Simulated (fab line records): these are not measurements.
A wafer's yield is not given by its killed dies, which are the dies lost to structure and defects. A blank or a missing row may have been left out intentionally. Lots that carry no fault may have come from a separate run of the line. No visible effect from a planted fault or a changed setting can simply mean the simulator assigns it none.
The tool behind it: which one? + flow n5 finfet + 24 lots with 72 wafers sampled at 6 steps, on a route of 1938 steps

## WHAT EACH GAUGE READ, for each wafer
No reading from a measuring or inspecting step in the record can be judged against a usual standard deviation.

## EACH LOT AND THE TOOL THAT RAN IT (in order: tool; ch and the chambers of the sampled wafers; start)
| lot  | N5_GATE_CUT_ETCHBACK_30           | N5_GATE_CUT_ETCH_58               | N5_GATE_CUT_DESCUM_18              | N5_GATE_CUT_VAPOR_ETCH_48        | N5_GATE_CUT_CMP_61           | N5_MOL_CONTACT_COAG_SIL_ANNEAL_21 |
|------|-----------------------------------|-----------------------------------|------------------------------------|----------------------------------|------------------------------|-----------------------------------|
| L074 | rie metal-03 ch 0, day 4 11:29    | rie diel-02 ch 0,1,3, day 4 11:41 | rie diel-02 ch 2,3, day 4 15:13    | rie metal-02 ch 0, day 4 15:47   | cmp-01 ch 1,2,3, day 4 18:56 | rtp anneal-01 ch 0, day 4 21:08   |
| L075 | rie metal-01 ch 0,1, day 4 21:19  | rie diel-05 ch 0,1,2, day 4 21:24 | rie diel-05 ch 0,2, day 5 01:17    | rie metal-03 ch 0,1, day 5 01:52 | cmp-01 ch 0,1,2, day 5 04:28 | rtp anneal-01 ch 0, day 5 07:01   |
| L076 | rie metal-03 ch 0,1, day 5 03:53  | rie diel-02 ch 2,3, day 5 03:59   | rie diel-04 ch 1,2,3, day 5 08:07  | rie metal-03 ch 0,1, day 5 08:44 | cmp-03 ch 0,1,2, day 5 11:28 | rtp anneal-01 ch 0, day 5 13:53   |
| L078 | rie metal-01 ch 0,1, day 5 08:13  | rie diel-02 ch 0,1,2, day 5 08:17 | rie diel-04 ch 1,2,3, day 5 11:47  | rie metal-02 ch 0,1, day 5 12:22 | cmp-02 ch 0,2,3, day 5 14:57 | rtp anneal-01 ch 0, day 5 18:07   |
| L077 | rie metal-03 ch 0,1, day 5 13:05  | rie diel-05 ch 0,1,2, day 5 13:11 | rie diel-04 ch 0,1,2, day 5 16:35  | rie metal-01 ch 0,1, day 5 17:09 | cmp-03 ch 0,1,3, day 5 19:43 | rtp anneal-01 ch 0, day 5 22:03   |
| L079 | rie metal-02 ch 0,1, day 5 17:22  | rie diel-05 ch 0,1, day 5 17:26   | rie diel-02 ch 2,3, day 5 20:56    | rie metal-02 ch 0,1, day 5 21:31 | cmp-01 ch 0,3, day 6 00:04   | rtp anneal-02 ch 0, day 6 02:15   |
| L080 | rie metal-01 ch 0,1, day 5 21:07  | rie diel-05 ch 0,1, day 5 21:30   | rie diel-04 ch 2,3, day 6 00:59    | rie metal-01 ch 0,1, day 6 01:34 | cmp-02 ch 0,1,2, day 6 04:08 | rtp anneal-02 ch 0, day 6 06:24   |
| L081 | rie metal-01 ch 0,1, day 6 05:31  | rie diel-04 ch 1,2,3, day 6 05:35 | rie diel-02 ch 1,3, day 6 08:59    | rie metal-03 ch 0,1, day 6 09:33 | cmp-01 ch 0,1,3, day 6 12:08 | rtp anneal-02 ch 0, day 6 15:05   |
| L082 | rie metal-03 ch 0,1, day 6 14:55  | rie diel-04 ch 1,2,3, day 6 14:59 | rie diel-04 ch 1,2,3, day 6 18:43  | rie metal-02 ch 0,1, day 6 19:17 | cmp-03 ch 1,2,3, day 6 22:07 | rtp anneal-01 ch 0, day 7 00:24   |
| L083 | rie metal-03 ch 0,1, day 6 19:51  | rie diel-02 ch 1,2,3, day 6 19:58 | rie diel-05 ch 1,2,3, day 7 00:13  | rie metal-02 ch 0,1, day 7 00:47 | cmp-03 ch 1,2,3, day 7 03:55 | rtp anneal-01 ch 0, day 7 06:31   |
| L084 | rie metal-03 ch 1, day 7 08:10    | rie diel-05 ch 0,1,3, day 7 08:14 | rie diel-05 ch 1,2,3, day 7 11:37  | rie metal-02 ch 0,1, day 7 12:11 | cmp-03 ch 0,2,3, day 7 14:55 | rtp anneal-01 ch 0, day 7 17:55   |
| L085 | rie metal-01 ch 0, day 7 14:13    | rie diel-05 ch 0,2,3, day 7 14:22 | rie diel-04 ch 0,2,3, day 7 18:07  | rie metal-02 ch 0,1, day 7 18:41 | cmp-03 ch 0,2,3, day 7 21:34 | rtp anneal-02 ch 0, day 7 23:43   |
| L086 | rie metal-01 ch 0, day 7 17:17    | rie diel-04 ch 0,3, day 7 17:29   | rie diel-05 ch 0,2,3, day 7 20:53  | rie metal-01 ch 0, day 7 21:40   | cmp-02 ch 1,2, day 8 00:23   | rtp anneal-02 ch 0, day 8 02:33   |
| L087 | rie metal-02 ch 0,1, day 7 20:09  | rie diel-02 ch 0,2,3, day 7 20:14 | rie diel-05 ch 0,2, day 7 23:44    | rie metal-01 ch 0, day 8 00:29   | cmp-02 ch 0,1,3, day 8 03:11 | rtp anneal-02 ch 0, day 8 06:30   |
| L088 | rie metal-03 ch 1, day 8 02:54    | rie diel-02 ch 1,3, day 8 02:59   | rie diel-05 ch 0,1,2, day 8 06:25  | rie metal-03 ch 0,1, day 8 06:59 | cmp-02 ch 0,2,3, day 8 09:32 | rtp anneal-02 ch 0, day 8 11:39   |
| L089 | rie metal-01 ch 0, day 8 07:08    | rie diel-04 ch 0,1,3, day 8 07:16 | rie diel-05 ch 0,1,3, day 8 11:25  | rie metal-01 ch 0, day 8 12:11   | cmp-02 ch 0,1,2, day 8 15:15 | rtp anneal-02 ch 0, day 8 17:34   |
| L090 | rie metal-01 ch 0, day 8 10:58    | rie diel-02 ch 0,2,3, day 8 11:14 | rie diel-05 ch 1,2,3, day 8 14:52  | rie metal-01 ch 0, day 8 15:37   | cmp-01 ch 0,1,3, day 8 18:19 | rtp anneal-01 ch 0, day 8 20:23   |
| L092 | rie metal-02 ch 0, day 8 18:08    | rie diel-04 ch 1,2,3, day 8 18:13 | rie diel-02 ch 0,2,3, day 8 21:46  | rie metal-03 ch 0,1, day 8 22:20 | cmp-03 ch 1,2,3, day 9 01:29 | rtp anneal-02 ch 0, day 9 03:49   |
| L091 | rie metal-03 ch 0,1, day 8 21:55  | rie diel-04 ch 0,1,2, day 8 22:07 | rie diel-04 ch 1,2,3, day 9 01:29  | rie metal-03 ch 0,1, day 9 02:04 | cmp-03 ch 0,2,3, day 9 06:49 | rtp anneal-02 ch 0, day 9 08:54   |
| L093 | rie metal-02 ch 0, day 9 06:16    | rie diel-02 ch 0,1, day 9 06:20   | rie diel-05 ch 1,3, day 9 09:43    | rie metal-02 ch 0,1, day 9 10:17 | cmp-01 ch 1,3, day 9 12:52   | rtp anneal-02 ch 0, day 9 16:19   |
| L094 | rie metal-03 ch 0,1, day 9 13:23  | rie diel-04 ch 0,1, day 9 13:28   | rie diel-05 ch 0,1,3, day 9 17:25  | rie metal-03 ch 0,1, day 9 17:59 | cmp-02 ch 0,1, day 9 20:35   | rtp anneal-01 ch 0, day 9 22:49   |
| L095 | rie metal-02 ch 0,1, day 9 13:46  | rie diel-04 ch 0,1,3, day 9 13:50 | rie diel-02 ch 0,1,3, day 9 17:42  | rie metal-02 ch 0,1, day 9 18:16 | cmp-03 ch 0,1,2, day 9 20:50 | rtp anneal-02 ch 0, day 9 23:16   |
| L096 | rie metal-03 ch 0,1, day 9 23:38  | rie diel-05 ch 0,1,3, day 9 23:43 | rie diel-05 ch 0,1,2, day 10 03:06 | rie metal-01 ch 0, day 10 03:53  | cmp-02 ch 1,2, day 10 06:40  | rtp anneal-02 ch 0, day 10 09:43  |
| L097 | rie metal-02 ch 0,1, day 10 05:10 | rie diel-05 ch 0,2, day 10 05:15  | rie diel-05 ch 0,1,2, day 10 09:41 | rie metal-01 ch 0, day 10 10:26  | cmp-02 ch 1,3, day 10 13:09  | rtp anneal-02 ch 0, day 10 15:49  |
- N5_GATE_CUT_ETCHBACK_30: etches TiN in Cl2/Ar, target depth 3 nm.
- N5_GATE_CUT_ETCH_58: etches SiNx in CH3F/O2, target depth 17 nm, time 128.6 s.
- N5_GATE_CUT_DESCUM_18: chemistry O2, time 7 s.
- N5_GATE_CUT_VAPOR_ETCH_48: etches TiN in BCl3/Cl2.
- N5_GATE_CUT_CMP_61: polishes, stops on SiNx, t overpolish 3 s.
- N5_MOL_CONTACT_COAG_SIL_ANNEAL_21: time 60 s.

## WHAT THE TOOLS THEMSELVES READ (means of the sampled wafers that have a number; where no wafer has one, the mark that the record gives instead)
N5_GATE_CUT_ETCHBACK_30. Usual: drypump motor current A 5.5 A, standard deviation 0.33; oes product au 0.79 a.u., standard deviation 0.13; throttle valve pct 20.69 %, standard deviation 0.19.
| lot  | tool         | drypump motor current A (A) | oes product au (a.u.) | throttle valve pct (%) | flag |
|------|--------------|-----------------------------|-----------------------|------------------------|------|
| L074 | rie metal-03 | 5.6                         | 0.99                  | 20.51                  |      |
| L075 | rie metal-01 | 5.2                         | 0.69                  | 20.83                  |      |
| L076 | rie metal-03 | 5.6                         | 0.84                  | 20.59                  |      |
| L078 | rie metal-01 | 5.3                         | 0.78                  | 20.70                  |      |
| L077 | rie metal-03 | 5.6                         | 0.90                  | 20.55                  |      |
| L079 | rie metal-02 | 5.7                         | 0.88                  | 20.58                  |      |
| L080 | rie metal-01 | 5.2                         | 0.69                  | 20.84                  |      |
| L081 | rie metal-01 | 5.2                         | 0.68                  | 20.84                  |      |
| L082 | rie metal-03 | 5.6                         | 0.89                  | 20.55                  |      |
| L083 | rie metal-03 | 5.6                         | 0.82                  | 20.60                  |      |
| L084 | rie metal-03 | 5.7                         | 0.76                  | 20.63                  |      |
| L085 | rie metal-01 | 5.1                         | 0.59                  | 21.00                  |      |
| L086 | rie metal-01 | 5.1                         | 0.59                  | 20.99                  |      |
| L087 | rie metal-02 | 5.7                         | 0.86                  | 20.61                  |      |
| L088 | rie metal-03 | 5.7                         | 0.75                  | 20.64                  |      |
| L089 | rie metal-01 | 5.0                         | 0.58                  | 21.00                  |      |
| L090 | rie metal-01 | 5.0                         | 0.58                  | 21.01                  |      |
| L092 | rie metal-02 | 6.1                         | 0.88                  | 20.73                  |      |
| L091 | rie metal-03 | 5.7                         | 0.81                  | 20.60                  |      |
| L093 | rie metal-02 | 6.1                         | 0.88                  | 20.74                  |      |
| L094 | rie metal-03 | 5.6                         | 0.85                  | 20.58                  |      |
| L095 | rie metal-02 | 5.9                         | 0.86                  | 20.67                  |      |
| L096 | rie metal-03 | 5.6                         | 0.85                  | 20.57                  |      |
| L097 | rie metal-02 | 5.7                         | 0.84                  | 20.61                  |      |

N5_GATE_CUT_ETCH_58. Usual: O2_flow_sccm 20.00 sccm, standard deviation 0.06; drypump motor current A 5.6 A, standard deviation 0.47; oes product au 0.77 a.u., standard deviation 0.093; rf vpp V 99.2 V, standard deviation 0.86; showerhead plenum p Torr 2.02 Torr, standard deviation 0.069; throttle valve pct 16.4 %, standard deviation 0.31.
| lot  | tool        | O2_flow_sccm (sccm) | drypump motor current A (A) | oes product au (a.u.) | rf vpp V (V) | showerhead plenum p Torr (Torr) | throttle valve pct (%) | flag |
|------|-------------|---------------------|-----------------------------|-----------------------|--------------|---------------------------------|------------------------|------|
| L074 | rie diel-02 | 19.99               | 5.7                         | 0.81                  | 98.8         | 2.07                            | 16.3                   |      |
| L075 | rie diel-05 | 19.98               | 5.9                         | 0.71                  | 99.8         | 2.00                            | 16.4                   |      |
| L076 | rie diel-02 | 20.05               | 5.6                         | 0.79                  | 99.3         | 2.04                            | 16.5                   |      |
| L078 | rie diel-02 | 20.05               | 5.8                         | 0.73                  | 99.2         | 2.02                            | 16.6                   |      |
| L077 | rie diel-05 | 20.02               | 5.9                         | 0.71                  | 98.6         | 2.00                            | 16.4                   |      |
| L079 | rie diel-05 | 19.93               | 6.2                         | 0.72                  | 99.4         | 2.05                            | 16.5                   |      |
| L080 | rie diel-05 | 19.94               | 5.9                         | 0.72                  | 99.0         | 2.01                            | 16.4                   |      |
| L081 | rie diel-04 | 19.98               | 5.4                         | 0.81                  | 99.5         | 2.00                            | 16.2                   |      |
| L082 | rie diel-04 | 20.00               | 5.4                         | 0.82                  | 99.7         | 2.00                            | 16.2                   |      |
| L083 | rie diel-02 | 19.99               | 5.6                         | 0.78                  | 99.6         | 2.06                            | 16.4                   |      |
| L084 | rie diel-05 | 20.05               | 5.8                         | 0.71                  | 98.7         | 2.00                            | 16.5                   |      |
| L085 | rie diel-05 | 19.99               | 5.9                         | 0.79                  | 99.2         | 2.00                            | 16.4                   |      |
| L086 | rie diel-04 | 19.98               | 5.2                         | 0.94                  | 99.5         | 2.11                            | 15.8                   |      |
| L087 | rie diel-02 | 19.99               | 5.7                         | 0.77                  | 99.3         | 2.03                            | 16.4                   |      |
| L088 | rie diel-02 | 20.00               | 5.6                         | 0.84                  | 99.6         | 2.11                            | 16.2                   |      |
| L089 | rie diel-04 | 20.01               | 5.5                         | 0.85                  | 99.0         | 2.04                            | 16.1                   |      |
| L090 | rie diel-02 | 20.05               | 5.7                         | 0.77                  | 98.0         | 2.03                            | 16.5                   |      |
| L092 | rie diel-04 | 20.05               | 5.4                         | 0.79                  | 99.3         | 2.00                            | 16.3                   |      |
| L091 | rie diel-04 | 19.95               | 5.5                         | 0.81                  | 99.2         | 2.03                            | 16.3                   |      |
| L093 | rie diel-02 | 20.00               | 5.9                         | 0.71                  | 99.2         | 2.04                            | 16.6                   |      |
| L094 | rie diel-04 | 20.03               | 5.9                         | 0.77                  | 98.6         | 1.99                            | 16.4                   |      |
| L095 | rie diel-04 | 19.95               | 5.5                         | 0.84                  | 99.3         | 2.03                            | 16.1                   |      |
| L096 | rie diel-05 | 19.99               | 5.8                         | 0.69                  | 99.5         | 1.99                            | 16.6                   |      |
| L097 | rie diel-05 | 20.03               | 6.0                         | 0.83                  | 98.8         | 1.99                            | 16.2                   |      |

N5_GATE_CUT_DESCUM_18. Usual: bias power w 20.00 W, standard deviation 0.06; drypump motor current A 5.6 A, standard deviation 0.47; oes product au 0.78 a.u., standard deviation 0.1; rf vpp V 243.3 V, standard deviation 1.4; showerhead plenum p Torr 2.10 Torr, standard deviation 0.069; throttle valve pct 20.4 %, standard deviation 0.36.
| lot  | tool        | bias power w (W) | drypump motor current A (A) | oes product au (a.u.) | rf vpp V (V) | showerhead plenum p Torr (Torr) | throttle valve pct (%) | flag |
|------|-------------|------------------|-----------------------------|-----------------------|--------------|---------------------------------|------------------------|------|
| L074 | rie diel-02 | 19.91            | 5.5                         | 0.88                  | 243.7        | 2.19                            | 20.5                   |      |
| L075 | rie diel-05 | 20.01            | 6.2                         | 0.71                  | 244.0        | 2.13                            | 20.6                   |      |
| L076 | rie diel-04 | 19.97            | 5.4                         | 0.84                  | 243.7        | 2.09                            | 20.3                   |      |
| L078 | rie diel-04 | 20.04            | 5.4                         | 0.84                  | 243.3        | 2.09                            | 20.3                   |      |
| L077 | rie diel-04 | 20.00            | 5.5                         | 0.73                  | 242.9        | 2.05                            | 20.5                   |      |
| L079 | rie diel-02 | 20.02            | 5.6                         | 0.78                  | 243.9        | 2.15                            | 20.7                   |      |
| L080 | rie diel-04 | 20.03            | 4.9                         | 0.87                  | 244.1        | 2.14                            | 20.2                   |      |
| L081 | rie diel-02 | 20.03            | 5.5                         | 0.85                  | 245.4        | 2.22                            | 20.3                   |      |
| L082 | rie diel-04 | 20.00            | 5.4                         | 0.81                  | 243.1        | 2.08                            | 20.3                   |      |
| L083 | rie diel-05 | 19.96            | 5.6                         | 0.79                  | 242.7        | 2.06                            | 20.4                   |      |
| L084 | rie diel-05 | 20.01            | 5.5                         | 0.78                  | 242.9        | 2.05                            | 20.4                   |      |
| L085 | rie diel-04 | 20.04            | 5.1                         | 0.89                  | 244.2        | 2.17                            | 20.1                   |      |
| L086 | rie diel-05 | 19.97            | 5.9                         | 0.77                  | 243.5        | 2.09                            | 20.5                   |      |
| L087 | rie diel-05 | 20.01            | 6.0                         | 0.85                  | 242.1        | 2.07                            | 20.2                   |      |
| L088 | rie diel-05 | 19.99            | 5.9                         | 0.78                  | 243.3        | 2.08                            | 20.4                   |      |
| L089 | rie diel-05 | 20.09            | 5.8                         | 0.70                  | 242.8        | 2.10                            | 20.6                   |      |
| L090 | rie diel-05 | 19.93            | 5.5                         | 0.76                  | 242.8        | 2.05                            | 20.4                   |      |
| L092 | rie diel-02 | 20.01            | 5.7                         | 0.77                  | 243.5        | 2.13                            | 20.6                   |      |
| L091 | rie diel-04 | 20.04            | 5.4                         | 0.78                  | 243.4        | 2.08                            | 20.3                   |      |
| L093 | rie diel-05 | 19.98            | 5.4                         | 0.69                  | 243.2        | 2.06                            | 20.6                   |      |
| L094 | rie diel-05 | 20.05            | 5.7                         | 0.69                  | 243.9        | 2.10                            | 20.7                   |      |
| L095 | rie diel-02 | 19.97            | 5.7                         | 0.78                  | 244.1        | 2.16                            | 20.5                   |      |
| L096 | rie diel-05 | 20.00            | 5.9                         | 0.77                  | 243.1        | 2.08                            | 20.4                   |      |
| L097 | rie diel-05 | 20.03            | 5.9                         | 0.76                  | 243.5        | 2.08                            | 20.4                   |      |

N5_GATE_CUT_VAPOR_ETCH_48. Usual: drypump motor current A 5.5 A, standard deviation 0.37; oes product au 0.78 a.u., standard deviation 0.14.
| lot  | tool         | drypump motor current A (A) | oes product au (a.u.) | flag |
|------|--------------|-----------------------------|-----------------------|------|
| L074 | rie metal-02 | 6.1                         | 0.94                  |      |
| L075 | rie metal-03 | 5.7                         | 0.92                  |      |
| L076 | rie metal-03 | 5.6                         | 0.90                  |      |
| L078 | rie metal-02 | 5.7                         | 0.88                  |      |
| L077 | rie metal-01 | 5.3                         | 0.76                  |      |
| L079 | rie metal-02 | 5.9                         | 0.88                  |      |
| L080 | rie metal-01 | 5.1                         | 0.67                  |      |
| L081 | rie metal-03 | 5.7                         | 0.89                  |      |
| L082 | rie metal-02 | 5.9                         | 0.88                  |      |
| L083 | rie metal-02 | 5.7                         | 0.87                  |      |
| L084 | rie metal-02 | 5.9                         | 0.87                  |      |
| L085 | rie metal-02 | 5.9                         | 0.86                  |      |
| L086 | rie metal-01 | 5.0                         | 0.58                  |      |
| L087 | rie metal-01 | 5.1                         | 0.58                  |      |
| L088 | rie metal-03 | 5.7                         | 0.82                  |      |
| L089 | rie metal-01 | 5.0                         | 0.58                  |      |
| L090 | rie metal-01 | 5.0                         | 0.58                  |      |
| L092 | rie metal-03 | 5.7                         | 0.82                  |      |
| L091 | rie metal-03 | 5.7                         | 0.87                  |      |
| L093 | rie metal-02 | 5.9                         | 0.85                  |      |
| L094 | rie metal-03 | 5.6                         | 0.81                  |      |
| L095 | rie metal-02 | 5.7                         | 0.84                  |      |
| L096 | rie metal-01 | 5.0                         | 0.57                  |      |
| L097 | rie metal-01 | 5.0                         | 0.57                  |      |

N5_GATE_CUT_CMP_61. Usual: motor current A reads 12.4 A (standard deviation 1.2).
| lot  | tool   | motor current A (A) | flag |
|------|--------|---------------------|------|
| L074 | cmp-01 | 12.8                |      |
| L075 | cmp-01 | 12.5                |      |
| L076 | cmp-03 | 12.5                |      |
| L078 | cmp-02 | 11.8                |      |
| L077 | cmp-03 | 12.2                |      |
| L079 | cmp-01 | 11.7                |      |
| L080 | cmp-02 | 12.7                |      |
| L081 | cmp-01 | 12.3                |      |
| L082 | cmp-03 | 12.8                |      |
| L083 | cmp-03 | 12.7                |      |
| L084 | cmp-03 | 11.5                |      |
| L085 | cmp-03 | 11.2                |      |
| L086 | cmp-02 | 13.5                |      |
| L087 | cmp-02 | 12.2                |      |
| L088 | cmp-02 | 12.2                |      |
| L089 | cmp-02 | 13.1                |      |
| L090 | cmp-01 | 12.3                |      |
| L092 | cmp-03 | 12.9                |      |
| L091 | cmp-03 | 11.9                |      |
| L093 | cmp-01 | 12.6                |      |
| L094 | cmp-02 | 12.7                |      |
| L095 | cmp-03 | 12.6                |      |
| L096 | cmp-02 | 13.5                |      |
| L097 | cmp-02 | 12.8                |      |

N5_MOL_CONTACT_COAG_SIL_ANNEAL_21. Usual: lamp power pct 6.43 %, standard deviation 0.033; lamp_zone_5_pct 6.45 %, standard deviation 0.033; lamp_zone_7_pct 6.76 %, standard deviation 0.036; wafer_temp_C_max 552.9, standard deviation 0.96.
| lot  | tool          | lamp power pct (%) | lamp_zone_5_pct (%) | lamp_zone_7_pct (%) | wafer_temp_C_max | flag |
|------|---------------|--------------------|---------------------|---------------------|------------------|------|
| L074 | rtp anneal-01 | 6.39               | 6.41                | 6.72                | 552.1            |      |
| L075 | rtp anneal-01 | 6.39               | 6.41                | 6.72                | 552.1            |      |
| L076 | rtp anneal-01 | 6.39               | 6.40                | 6.72                | 552.0            |      |
| L078 | rtp anneal-01 | 6.39               | 6.40                | 6.72                | 552.3            |      |
| L077 | rtp anneal-01 | 6.39               | 6.41                | 6.72                | 551.9            |      |
| L079 | rtp anneal-02 | 6.46               | 6.47                | 6.79                | 554.1            |      |
| L080 | rtp anneal-02 | 6.47               | 6.48                | 6.79                | 553.2            |      |
| L081 | rtp anneal-02 | 6.47               | 6.47                | 6.79                | 553.0            |      |
| L082 | rtp anneal-01 | 6.40               | 6.41                | 6.72                | 551.7            |      |
| L083 | rtp anneal-01 | 6.40               | 6.41                | 6.72                | 551.7            |      |
| L084 | rtp anneal-01 | 6.40               | 6.41                | 6.72                | 551.7            |      |
| L085 | rtp anneal-02 | 6.46               | 6.48                | 6.79                | 554.2            |      |
| L086 | rtp anneal-02 | 6.46               | 6.47                | 6.79                | 553.7            |      |
| L087 | rtp anneal-02 | 6.46               | 6.48                | 6.79                | 554.0            |      |
| L088 | rtp anneal-02 | 6.46               | 6.47                | 6.78                | 554.1            |      |
| L089 | rtp anneal-02 | 6.46               | 6.48                | 6.79                | 553.1            |      |
| L090 | rtp anneal-01 | 6.39               | 6.40                | 6.72                | 551.8            |      |
| L092 | rtp anneal-02 | 6.46               | 6.47                | 6.79                | 554.3            |      |
| L091 | rtp anneal-02 | 6.46               | 6.48                | 6.79                | 553.0            |      |
| L093 | rtp anneal-02 | 6.46               | 6.47                | 6.79                | 553.6            |      |
| L094 | rtp anneal-01 | 6.40               | 6.41                | 6.72                | 552.3            |      |
| L095 | rtp anneal-02 | 6.46               | 6.47                | 6.79                | 553.8            |      |
| L096 | rtp anneal-02 | 6.46               | 6.47                | 6.79                | 553.5            |      |
| L097 | rtp anneal-02 | 6.46               | 6.47                | 6.79                | 553.8            |      |

## THE ANSWER, worked out from the rows above alone
Rule: take the mean of a lot's wafers that have a number; if it is more than 3 standard deviations from the usual mean, the lot is off. A lot without any number at a reading at which 4 lots or more have one is off too. All remaining lots with rows at the step are treated as sound. The gauges are gone through in route order, then the tools' own readings, and for those a lot's mean is taken as printed above. At the first step where some lot is off, the reading lying furthest off is the one used; lots without a number count as furthest.
Nothing can be told from this: no lot is off at any reading shown.

## WHAT HAD BEEN PUT IN BY THE SIMULATOR
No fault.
